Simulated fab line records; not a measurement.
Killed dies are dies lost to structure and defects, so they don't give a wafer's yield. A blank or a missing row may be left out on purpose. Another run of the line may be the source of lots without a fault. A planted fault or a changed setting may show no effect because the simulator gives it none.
Code-filled problem report in 8D (eight disciplines) form || flow n5-finfet || the parts of the form that need people (team, actions taken, sign-off) are left out

## 1. WHAT IS WRONG
Wafers with no fault read 15 with a standard deviation of 5.6, whereas killed_at_M4_up at N5_PASSIVATION_PROBE_49 reads a mean of 204 on 1 wafer of 1 lot. That puts it +34 standard deviations away from the usual mean.
The first sign was on wafer L797.2 at day 15 04:22, on prober-01. Wafers with a number at this step in the record: 26, from 10 lots. Rule for "out" (also "out of limits"): further than 4 standard deviations from the usual mean. The rest of the wafers with a number are treated as sound.

## 2. WHAT IT IS, WHAT IT ISN'T
{"question": "which readings at this step", "is": "killed_at_M4_up, defect-limited-yield, killed-dies, killed-on-rim, sort_bin_5_function, sort-n-pass, sort-yield-pct", "is not": "killed_at_M0_to_M3, killed-at-contacts, killed-at-front-end, killed-at-other, killed-open, killed-short, sort_bin_6_memory, sort_bin_8_speed"}
{"question": "which lots", "is": "L797", "is not": "L788, L791, L793, L804, L805, L806, L809, L810, L811"}
{"question": "which wafers of those lots", "is": "L797.2", "is not": "L797.3, L797.4"}
{"question": "read on which tools", "is": "prober-01", "is not": "prober-02"}
{"question": "when", "is": "from day 15 04:22", "is not": "up to then (6 sound wafers); but 19 sound wafers of L797, L804, L805, L806, L809, L810, L811 came after"}

## 3. THE SUSPECTS, EACH WITH WHAT RULES IT OUT
Counting: a tool at a process step up to the reading stays a suspect if it ran every lot that is out. Sound lots after the first of them don't rule it out here, since some wafers of a struck lot are sound.
- rie-diel-03 at N5_BEOL_M15_ETCH_61 (etches BARC in N2/H2, target depth 89 nm, overetch 26.7 nm, time 67.9 s): kept. The lot that is out, L797, ran on it at day 14 07:56; the last sound lot it ran before that was L793, at day 12 19:20.
- rie-diel-04 at N5_MIM_BOT_ETCH_STRIP_01 (strips in O2): kept. The lot that is out, L797, ran on it at day 14 19:35; the last sound lot it ran before that was L793, at day 13 03:02.
- prober-01 at N5_PASSIVATION_PROBE_49: kept. The lot that is out, L797, ran on it at day 15 04:22; the last sound lot it ran before that was L791, at day 13 14:52. Out on those wafers are its own readings of defect-limited-yield, killed_at_M4_up, killed-dies, killed-on-rim, sort_bin_5_function, sort-n-pass, sort-yield-pct.
- At N5_BEOL_M15_ETCH_61, inside rie-diel-03: chamber 0 took the wafers that are out, while their sound lot-mates went through chambers 1, 3.
- At N5_MIM_BOT_ETCH_STRIP_01, inside rie-diel-04: chamber 0 took the wafers that are out, while their sound lot-mates went through chambers 1, 2.
rie-diel-03 at N5_BEOL_M15_ETCH_61, rie-diel-04 at N5_MIM_BOT_ETCH_STRIP_01 and prober-01 at N5_PASSIVATION_PROBE_49 are what is left after counting.

## 4. THE CAUSE (what the simulator had put in)
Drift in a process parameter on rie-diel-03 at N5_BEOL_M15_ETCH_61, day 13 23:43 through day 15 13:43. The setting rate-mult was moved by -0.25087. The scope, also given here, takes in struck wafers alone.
Counting leaves 3 suspects; this tool is one of them.

## 5. THE EFFECT CHAIN, in route order
One row per reading whose mean, taken over the struck wafers that have a number, lies over 3 standard deviations from the usual. Readings are gone through only where the record gives a usual standard deviation; hours: the median, over the lots, of the time from a lot's start at the first step in this table giving one to that lot's start at this step; sigmas: the change measured in usual standard deviations.
{"hours": 0, "step": "N5_PASSIVATION_PROBE_49", "reading": "defect-limited-yield", "usual": "91.3 %", "on struck wafers": 76.4, "change": -14.9, "sigmas": -11}
{"hours": 0, "step": "N5_PASSIVATION_PROBE_49", "reading": "killed_at_M4_up", "usual": 15, "on struck wafers": 204, "change": "+189", "sigmas": "+34"}
{"hours": 0, "step": "N5_PASSIVATION_PROBE_49", "reading": "killed-dies", "usual": 103, "on struck wafers": 278, "change": "+175", "sigmas": "+10"}
{"hours": 0, "step": "N5_PASSIVATION_PROBE_49", "reading": "killed-on-rim", "usual": 13, "on struck wafers": 89, "change": "+76", "sigmas": "+19"}
{"hours": 0, "step": "N5_PASSIVATION_PROBE_49", "reading": "sort_bin_5_function", "usual": "5.1 %", "on struck wafers": 20.8, "change": "+15.7", "sigmas": "+17"}
{"hours": 0, "step": "N5_PASSIVATION_PROBE_49", "reading": "sort-n-pass", "usual": 1077, "on struck wafers": 902, "change": -175, "sigmas": -10}
{"hours": 0, "step": "N5_PASSIVATION_PROBE_49", "reading": "sort-yield-pct", "usual": "91.3 %", "on struck wafers": 76.4, "change": -14.9, "sigmas": -9.9}
The process steps in it:
- N5_PASSIVATION_PROBE_49

## 6. HOW IT WOULD HAVE BEEN CAUGHT EARLIER
The fault began at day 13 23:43; the first out-of-limits reading in this record came at day 15 04:22, 29 hours later.
An alarm limit of 4 standard deviations would not have fired on the tool readings at N5_BEOL_M15_ETCH_61 for which the record gives a usual standard deviation, since none of them was out on any struck wafer.
By day 15 04:22, every lot that is out (1) had started N5_BEOL_M15_ETCH_61 on rie-diel-03. Tool hold at that time: it would have spared none of them.
